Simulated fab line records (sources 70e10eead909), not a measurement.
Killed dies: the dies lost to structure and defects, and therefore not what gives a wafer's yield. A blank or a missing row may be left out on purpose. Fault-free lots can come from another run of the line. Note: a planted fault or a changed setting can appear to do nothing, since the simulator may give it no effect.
Matching of chambers	flow nandHarc	NHARC_A_M1_DEP_33 on pecvd-03: 3 sister chambers
The step deposits SiCN, target thk 30 nm. 3 wafers are shown with their chamber, then 9 later ones without.

## EACH WAFER AND ITS CHAMBER
wafer	chamber	heaterPowerW (W)
L092.3	0	561
L092.4	2	767
L092.5	1	643

## WAFERS WHOSE CHAMBER IS MISSING
wafer	heaterPowerW (W)
L095.2	678
L095.5	457
L095.6	631
L094.2	543
L094.3	522
L094.5	521
L094.1	629
L094.4	534
L094.6	640

## WHICH CHAMBER EACH ONE RAN IN
wafer	from the rows above	in truth
L095.2	can't be placed: 1 or 2 or 0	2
L095.5	can't be placed: 0 or 1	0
L095.6	can't be placed: 1 or 0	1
L094.2	can't be placed: 0 or 1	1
L094.3	can't be placed: 0 or 1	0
L094.5	can't be placed: 0 or 1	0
L094.1	can't be placed: 1 or 0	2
L094.4	can't be placed: 0 or 1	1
L094.6	can't be placed: 1 or 0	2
0 of 9 placed correctly. Not placeable from these rows: 9 (in 7, the candidates include the true chamber). Placed wrongly: 0.
How it was worked out, from the rows above alone: a wafer's distance from a chamber is the root of the sum, over the readings, of the square of ((its reading less the chamber's mean) divided by the reading's scatter). If the next closest chamber is less than 2 further off than the closest, the wafer can't be placed; otherwise it belongs to the closest. For every chamber, the mean is computed from those of its wafers that are shown. The scatter: with one shown wafer a chamber, the root of the mean of the squares of how far each hidden wafer lies from its nearest shown one.
